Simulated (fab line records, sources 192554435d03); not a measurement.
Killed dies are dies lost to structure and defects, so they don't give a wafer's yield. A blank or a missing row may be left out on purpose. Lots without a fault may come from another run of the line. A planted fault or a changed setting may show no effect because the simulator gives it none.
A struck lot beside a sound one | flow n5_finfet | 39 steps out of a route of 1938
Sound: wafers L215.1, L215.3, L215.5. Struck: wafer L201.3. (L201.4, L201.6 of the same lot were not struck and are left out.) The cause comes at the end.
At each step with rows: each side's tool, then ch and its chambers, then its first start. Under that, the readings that differ: sound wafers | struck wafers | difference of the means | sigmas: that difference in standard deviations of wafers without a fault.
alike: readings whose means differ by less than 2 such deviations, and words and numbers that are the same on both sides. not compared: withheld readings, readings that some wafer has no value for, bounds like >300 that may hide the same value, and numbers for which the record gives no deviation and whose values overlap.
The two part at a step that has a row with sigmas, a row that says differs or no value, or rows on one side only. Numbers that don't overlap but have no deviation are shown without sigmas and don't part them. A reading that every wafer of one side lacks parts them only if that side has two wafers or more.

first, 10 steps without rows for these wafers: N5_BEOL_M0_SAQP_DESCUM_19 (chemistry O2, time 7.9 s); N5_BEOL_M0_SAQP_ETCH_83 (etches SiARC in CF4, target depth 39 nm, time 65 s); N5_BEOL_M0_SAQP_ETCH_84 (etches SOC in N2/H2, target depth 100 nm, overetch 20 nm, time 150 s); N5_BEOL_M0_SAQP_STRIP_80 (strips in N2/H2); N5_BEOL_M0_SAQP_HM_OPEN_112 (chemistry CHF3/O2, target SiO2, stops on a-Si, target depth 12 nm, time 13.5 s); N5_BEOL_M0_SAQP_STRIP_113 (strips in CHF3/O2); N5_BEOL_M0_SAQP_MANDREL_ETCH_20 (etches a-Si in HBr/Cl2, stops on SiNx, target depth 60 nm, bt time 10 s, time 30 s); N5_BEOL_M0_SAQP_STRIP_86 (strips in N2/H2); N5_BEOL_M0_SAQP_STRIP_115 (strips in post etch residue remover, time 60 s); N5_BEOL_M0_SAQP_SRD_93 (time 30 s).
N5_BEOL_M0_SAQP_RECESS_114: chemistry HF/NH3, target SiO2, target depth 14.4 nm, afs cycles 3, sublimation time 60 s.
  sound on vapor_etch-02 ch 0,1, day 11 08:11; struck on vapor_etch-02 ch 1, day 7 19:36
  alike: drypump_motor_current_A
then, 24 steps without rows for these wafers: N5_BEOL_M0_SAQP_SPACER1_ALD_98 (deposits SiO2, target thk 12.8 nm, pulse time 1 s, purge time 2 s); N5_BEOL_M0_SAQP_SPACER1_ETCHBACK_99 (etches SiO2 in CHF3/O2, target depth 15.4 nm, time 7.7 s); N5_BEOL_M0_SAQP_MANDREL1_REMOVE_100 (chemistry HBr/Cl2/O2, target a-Si, stops on SiNx, bt time 10 s); N5_BEOL_M0_SAQP_ETCH_101 (etches SiNx in CH3F/O2, target depth 29.9 nm, time 42.7 s); N5_BEOL_M0_SAQP_ETCH_102 (etches SiO2 in CF4, target depth 4 nm, time 4.4 s); N5_BEOL_M0_SAQP_MANDREL_ETCH_103 (etches a-Si in HBr/Cl2, stops on SiCN, target depth 45 nm, bt time 10 s, time 27 s); N5_BEOL_M0_SAQP_RECESS_104 (chemistry HF/NH3, target SiO2, target depth 18 nm, afs cycles 3, sublimation time 60 s); N5_BEOL_M0_SAQP_COAT_105 (time 60 s, resist thk 100 nm); N5_BEOL_M0_SAQP_ETCH_106 (etches SOC in N2/H2, stops on SiNx, target depth 150 nm); N5_BEOL_M0_SAQP_ETCH_107 (etches SiNx in CH3F/O2, target depth 30 nm); N5_BEOL_M0_SAQP_STRIP_108 (strips in N2/H2); N5_BEOL_M0_SAQP_RECESS_109 (chemistry HF/NH3, target SiO2, target depth 3 nm, afs cycles 1, sublimation time 60 s); N5_BEOL_M0_SAQP_SPACER2_ALD_26 (deposits SiO2, target thk 15 nm, pulse time 1 s, purge time 2 s); N5_BEOL_M0_SAQP_SPACER2_ETCHBACK_27 (etches SiO2 in CHF3/O2, target depth 22.5 nm, time 11.25 s); N5_BEOL_M0_SAQP_MANDREL2_REMOVE_110 (chemistry HBr/Cl2/O2, target a-Si, stops on SiCN, bt time 10 s); N5_BEOL_M0_SAQP_COAT_69 (time 60 s, resist thk 90 nm); N5_BEOL_M0_SAQP_COAT_72 (time 60 s, resist thk 15 nm); N5_BEOL_M0_SAQP_COAT_87 (time 60 s, resist thk 5 nm); N5_BEOL_M0_SAQP_COAT_34 (resist thk 30 nm); N5_BEOL_M0_SAQP_EBR_36; N5_BEOL_M0_SAQP_SOFTBAKE_35 (time 60 s); N5_BEOL_M0_SAQP_EXPOSE_37 (exposes mask M0 CUT1, target cd 30 nm); N5_BEOL_M0_SAQP_PEB_38 (peb time 60 s); N5_BEOL_M0_SAQP_DEVELOP_39 (develop time 30 s).
N5_BEOL_M0_SAQP_INSPECT_42: inspects for defects (brightfield).
  sound on defect_inspect-02, day 11 14:08; struck on defect_inspect-01, day 7 22:41
  reading          | sound       | struck | difference | sigmas
  raw_defect_count | 270 235 253 | 1271   | +1018      | +10
N5_BEOL_M0_CUTY_INSPECT_59: inspects for defects (macro).
  sound on defect_inspect-01, day 11 15:25; struck on defect_inspect-01, day 8 00:07
  reading          | sound | struck | difference | sigmas
  raw_defect_count | 1 1 3 | >300   | differs    |
-- the record jumps here: 3 days lie between the struck wafers' starts before and after (it left off in module BEOL_M0_CUTY and takes up again in module BEOL_M4, whose first step shown is number 1111 of the route) --
N5_BEOL_M4_RC_MEAS_101:
  sound on prober-02 ch 0, day 14 19:40; struck on prober-01 ch 0, day 10 16:35
  reading        | sound          | struck | difference | sigmas
  DIBL_N (mV/V)  | 38.1 35.9 36.8 | 33.2   | -3.7       | -3
  DIBL_P (mV/V)  | 39.6 37.1 37.8 | 34.0   | -4.2       | -3
  IOFF_P (nA/um) | 0.30 0.25 0.26 | 0.19   | -0.08      | -2
  ION_P (uA/um)  | 488 478 477    | 463    | -18        | -2
  SS_P (mV/dec)  | 73.6 72.8 73.8 | 72.3   | -1.1       | -2
  alike: IOFF_N, ION_N, SS_N, VT_N, VT_P
-- the record jumps here: 4 days lie between the struck wafers' starts before and after (it left off in module BEOL_M4 and takes up again in module PASSIVATION, whose first step shown is number 1936 of the route) --
N5_PASSIVATION_PROBE_49:
  the record has rows for the struck wafers here (prober-02, day 14 16:27) and none for the sound ones

WHERE THEY PART
First at N5_BEOL_M0_SAQP_INSPECT_42; last, within this record, at N5_PASSIVATION_PROBE_49.

WHY: what the simulator had put in
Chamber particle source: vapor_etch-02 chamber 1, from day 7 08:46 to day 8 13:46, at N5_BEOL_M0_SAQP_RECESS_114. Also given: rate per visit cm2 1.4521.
